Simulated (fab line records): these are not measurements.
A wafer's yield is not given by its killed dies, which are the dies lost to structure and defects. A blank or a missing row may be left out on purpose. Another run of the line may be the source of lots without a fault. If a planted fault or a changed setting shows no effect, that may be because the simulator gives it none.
Chamber matching | flow nandHarc | NHARC_P_CONTACT_ALD_22 on aldMetal-04 has 4 sister chambers
The step deposits TiN, target thk 3 nm, pulse time 1 s, ald cycles 150. 14 wafers are shown with their chamber, then 7 later ones without.

## WAFERS PAIRED WITH THEIR CHAMBERS
wafer  | chamber | heaterPowerOuterW (W) | heaterPowerW (W) | precursorPulseHeightRel
L082.3 | 0       | 729                   | 1143             | 1.011
L082.4 | 2       | 664                   | 1054             | 0.991
L082.5 | 1       | 740                   | 1275             | 1.005
L086.3 | 0       | 731                   | 1179             | 1.003
L086.4 | 1       | 761                   | 1256             | 1.031
L086.6 | 3       | 656                   | 1085             | 1.000
L088.1 | 1       | 758                   | 1321             | 0.999
L088.4 | 2       | 676                   | 1031             | 1.015
L088.5 | 3       | 648                   | 1051             | 0.993
L092.1 | 0       | 732                   | 1147             | 0.982
L092.3 | 1       | 766                   | 1337             | 0.992
L092.6 | 0       | 720                   | 1152             | 0.975
L093.3 | 0       | 732                   | 1159             | 0.997
L093.4 | 3       | 664                   | 1061             | 0.991

SIGNATURES (averages over the wafers above)
reading                 | chamber 0 | chamber 1 | chamber 2 | chamber 3 | scatter within a chamber
heaterPowerOuterW       | 728.80    | 756.25    | 670.00    | 656.00    | 8.29
heaterPowerW            | 1156.00   | 1297.25   | 1042.50   | 1065.67   | 24.5
precursorPulseHeightRel | 0.99360   | 1.00675   | 1.00300   | 0.99467   | 0.0144
Rule: a wafer lies at a distance from a chamber equal to the root of the sum of squares, over the readings, of (its reading less the chamber's mean, divided by the reading's scatter). The wafer belongs to the nearest chamber; if the next one is less than 2 further off, it can't be placed. How the scatter is found: for the shown wafers, subtract from each reading the mean of its chamber, square and add these, divide the total by (wafers less chambers), then take the root.

## WAFERS WITH NO CHAMBER GIVEN
wafer  | heaterPowerOuterW (W) | heaterPowerW (W) | precursorPulseHeightRel
L093.5 | 781                   | 1331             | 0.998
L095.2 | 734                   | 1136             | 0.996
L095.3 | 784                   | 1352             | 1.022
L095.5 | 790                   | 1341             | 0.957
L097.3 | 816                   | 1349             | 1.027
L097.4 | 721                   | 1163             | 1.022
L097.6 | 624                   | 1022             | 0.996

## EACH ONE'S CHAMBER
wafer  | from the rows above     | in truth
L093.5 | 1                       | 1
L095.2 | 0                       | 0
L095.3 | 1                       | 1
L095.5 | 1                       | 1
L097.3 | 1                       | 1
L097.4 | 0                       | 0
L097.6 | can't be placed: 3 or 2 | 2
Correct placement for 6 of the 7. Unplaceable from these rows: 1, with the true chamber sitting among the candidates in 1. Placed wrongly: 0.
